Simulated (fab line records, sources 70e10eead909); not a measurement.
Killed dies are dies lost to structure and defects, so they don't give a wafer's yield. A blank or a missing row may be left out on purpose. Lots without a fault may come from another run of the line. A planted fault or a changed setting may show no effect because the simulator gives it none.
Chamber matching | flow nand_harc | NHARC_P_GATE_ALD_36 on ald_sin-03: 4 sister chambers
The step deposits SiNx, target thk 20 nm, pulse time 60 s, ald cycles 223. 16 wafers are shown with their chamber, then 8 later ones without.

WAFERS WITH THEIR CHAMBER
wafer  | chamber | heater_power_w (W) | precursor_pulse_height_rel
L075.4 | 1       | 902                | 1.007
L075.3 | 2       | 805                | 1.012
L075.1 | 3       | 862                | 1.033
L078.4 | 2       | 849                | 1.011
L078.2 | 0       | 999                | 0.962
L078.5 | 3       | 865                | 0.992
L081.3 | 1       | 940                | 1.041
L081.4 | 2       | 805                | 0.969
L081.5 | 2       | 799                | 0.983
L084.4 | 3       | 870                | 0.995
L084.3 | 2       | 760                | 0.994
L084.6 | 3       | 827                | 0.975
L087.2 | 3       | 853                | 1.008
L087.6 | 2       | 774                | 1.003
L087.5 | 3       | 844                | 0.969
L089.4 | 1       | 889                | 0.985

SIGNATURES (means of the wafers above)
reading                    | chamber 0 | chamber 1 | chamber 2 | chamber 3 | scatter within a chamber
heater_power_w             | 999.00    | 910.33    | 798.67    | 853.50    | 24.8
precursor_pulse_height_rel | 0.96200   | 1.01100   | 0.99533   | 0.99533   | 0.0218
Rule: a wafer's distance from a chamber is the root of the sum, over the readings, of the square of ((its reading less the chamber's mean) divided by the reading's scatter). The wafer belongs to the nearest chamber; if the next one is less than 2 further off, it can't be placed. The scatter: the root of (the sum of the squares of (reading less its chamber's mean) over the shown wafers, divided by (wafers less chambers)).

WAFERS WITHOUT THEIR CHAMBER
wafer  | heater_power_w (W) | precursor_pulse_height_rel
L089.6 | 778                | 1.001
L089.5 | 838                | 0.980
L092.3 | 857                | 1.013
L092.5 | 960                | 1.022
L092.6 | 894                | 0.986
L095.3 | 882                | 1.017
L095.6 | 838                | 0.975
L095.5 | 945                | 1.042

WHICH CHAMBER EACH WENT THROUGH
wafer  | from the rows above          | in truth
L089.6 | 2                            | 2
L089.5 | can't be placed: 3 or 2      | 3
L092.3 | can't be placed: 3 or 1 or 2 | 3
L092.5 | can't be placed: 1 or 0      | 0
L092.6 | can't be placed: 1 or 3      | 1
L095.3 | can't be placed: 1 or 3      | 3
L095.6 | can't be placed: 3 or 2      | 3
L095.5 | 1                            | 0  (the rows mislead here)
Placed correctly: 1 of 8. Can't be placed from these rows: 6 (the true chamber is among the candidates in 6). Placed wrongly: 1.
